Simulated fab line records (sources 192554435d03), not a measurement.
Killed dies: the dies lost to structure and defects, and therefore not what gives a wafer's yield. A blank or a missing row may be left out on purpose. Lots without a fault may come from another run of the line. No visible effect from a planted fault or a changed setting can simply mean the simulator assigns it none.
Which tool is to blame?	flow n5-finfet	12 lots with 34 wafers sampled at 2 steps, on a route of 1938 steps

## WHAT EACH GAUGE READ, for each wafer
N5_BEOL_M15_THK_MEAS_01. Usual: for M15_ILD_THK the level is 1633 nm and the standard deviation is 22.
lot	measured	on	M15_ILD_THK (nm)	flag
L647	day 12 02:35	film-metro-02	1617 1639 1618	
L648	day 12 20:47	film-metro-02	1577 1643 1603	
L649	day 12 21:49	film-metro-01	1622 1665 1678	
L650	day 13 03:58	film-metro-01	1614 1619 1637	
L652	day 13 03:44	film-metro-01	1620 1637 1679	
L653	day 13 16:18	film-metro-01	1676 1682 1647	
L663	day 16 12:26	film-metro-01	1649 1617 1653	
L664	day 16 17:50	film-metro-01	1612 1640 1662	
L665	day 17 13:34	film-metro-02	1605 1639 1636	
L669	day 17 23:47	film-metro-01	1632 1635 1655	
L667	day 18 00:24	film-metro-02	1614 1613	
L668	day 18 00:35	film-metro-02	1603 1641	

## WHAT TOOL EACH LOT RAN ON (gives the tool, then ch and the chambers of the sampled wafers, and finally the start)
lot	N5_BEOL_M11_STRIP_36
L647	rie-diel-04 ch 0,1,2, day 11 04:14
L648	rie-diel-04 ch 1,2,3, day 12 00:13
L649	rie-diel-01 ch 0,1,2, day 12 00:47
L650	rie-diel-01 ch 1,2,3, day 12 05:46
L652	rie-diel-01 ch 1,2,3, day 12 06:31
L653	rie-diel-01 ch 0,1,2, day 12 10:26
L663	rie-diel-04 ch 0,2,3, day 15 11:08
L664	rie-diel-04 ch 0,2,3, day 15 18:02
L665	rie-diel-01 ch 0,3, day 16 15:05
L669	rie-diel-03 ch 2,3, day 16 15:26
L667	rie-diel-01 ch 2,3, day 16 17:31
L668	rie-diel-03 ch 1,2, day 16 17:41
- N5_BEOL_M11_STRIP_36: strips in N2/H2.

## WHAT THE TOOLS THEMSELVES READ (means of the sampled wafers that have a number; where no wafer has one, the mark that the record gives instead)
N5_BEOL_M11_STRIP_36. Usual: drypump-motor-current-A 5.5 A, standard deviation 0.47; oes-product-au 0.80 a.u., standard deviation 0.08; rf-vpp-V 59.2 V, standard deviation 1.8; showerhead-plenum-p-Torr 2.53 Torr, standard deviation 0.093; temp-c 40.02 C, standard deviation 0.11; throttle-valve-pct 23.7 %, standard deviation 0.39.
lot	tool	drypump-motor-current-A (A)	oes-product-au (a.u.)	rf-vpp-V (V)	showerhead-plenum-p-Torr (Torr)	temp-c (C)	throttle-valve-pct (%)	flag
L647	rie-diel-04	5.2	0.79	58.8	2.51	39.89	23.8	
L648	rie-diel-04	5.6	0.72	58.6	2.50	39.97	23.9	
L649	rie-diel-01	5.3	0.84	58.5	2.51	39.98	23.7	
L650	rie-diel-01	5.4	0.83	57.9	2.47	40.13	23.5	
L652	rie-diel-01	5.4	0.82	58.8	2.47	40.06	23.6	
L653	rie-diel-01	5.3	0.82	57.8	2.51	40.07	23.7	
L663	rie-diel-04	5.5	0.83	59.6	2.61	40.00	23.8	
L664	rie-diel-04	5.5	0.82	60.5	2.61	40.03	23.9	
L665	rie-diel-01	5.5	0.85	60.4	2.59	40.07	23.2	
L669	rie-diel-03	5.8	0.78	59.4	2.49	40.10	23.6	
L667	rie-diel-01	5.5	0.83	60.4	2.49	39.97	23.2	
L668	rie-diel-03	5.3	0.73	59.1	2.52	40.01	23.8	

## THE ANSWER, worked out from the rows above alone
Rule: take the mean of a lot's wafers that have a number; if it is more than 3 standard deviations from the usual mean, the lot is off. Also off: a lot with no number at a reading for which 4 or more lots have one. Any other lot the step has rows for is counted as sound. After the gauges, taken in route order, come the tools' own readings; for these a lot's mean is taken, as printed above. At the first step where some lot is off, the reading lying furthest off is the one used; lots without a number count as furthest.
No lot is off on any of the readings shown, so nothing can be concluded from this.

## WHAT THE SIMULATOR PUT IN
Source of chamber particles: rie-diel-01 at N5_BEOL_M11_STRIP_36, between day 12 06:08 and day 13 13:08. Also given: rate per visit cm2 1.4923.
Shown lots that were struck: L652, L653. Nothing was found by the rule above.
